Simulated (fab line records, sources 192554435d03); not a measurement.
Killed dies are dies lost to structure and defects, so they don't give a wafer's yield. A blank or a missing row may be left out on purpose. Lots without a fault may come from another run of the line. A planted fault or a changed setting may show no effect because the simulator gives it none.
Chamber matching | flow n5_finfet | N5_BEOL_M4_ETCH_74 on rie_diel-01: 4 sister chambers
The step etches underlayer in N2/H2, target depth 6.5 nm, time 5.2 s. 4 wafers are shown with their chamber, then 10 later ones without.

WAFERS WITH THEIR CHAMBER
wafer  | chamber | showerhead_plenum_p_Torr (Torr)
L087.3 | 1       | 2.40
L087.6 | 3       | 2.50
L089.2 | 0       | 2.63
L089.5 | 2       | 2.52

WAFERS WITHOUT THEIR CHAMBER
wafer  | showerhead_plenum_p_Torr (Torr)
L089.6 | 2.40
L093.1 | 2.51
L093.2 | 2.63
L093.4 | 2.49
L095.3 | 2.63
L095.5 | 2.49
L095.6 | 2.51
L097.2 | 2.62
L097.3 | 2.71
L097.5 | 2.49

WHICH CHAMBER EACH WENT THROUGH
wafer  | from the rows above     | in truth
L089.6 | 1                       | 1
L093.1 | can't be placed: 3 or 2 | 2
L093.2 | 0                       | 0
L093.4 | can't be placed: 3 or 2 | 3
L095.3 | 0                       | 0
L095.5 | can't be placed: 3 or 2 | 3
L095.6 | can't be placed: 3 or 2 | 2
L097.2 | 0                       | 0
L097.3 | 0                       | 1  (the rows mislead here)
L097.5 | can't be placed: 3 or 2 | 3
Placed correctly: 4 of 10. Can't be placed from these rows: 5 (the true chamber is among the candidates in 5). Placed wrongly: 1.
How it was worked out, from the rows above alone: a wafer's distance from a chamber is the root of the sum, over the readings, of the square of ((its reading less the chamber's mean) divided by the reading's scatter). The wafer belongs to the nearest chamber; if the next one is less than 2 further off, it can't be placed. A chamber's mean is the mean of its shown wafers. The scatter: with one shown wafer a chamber, the root of the mean of the squares of how far each hidden wafer lies from its nearest shown one.
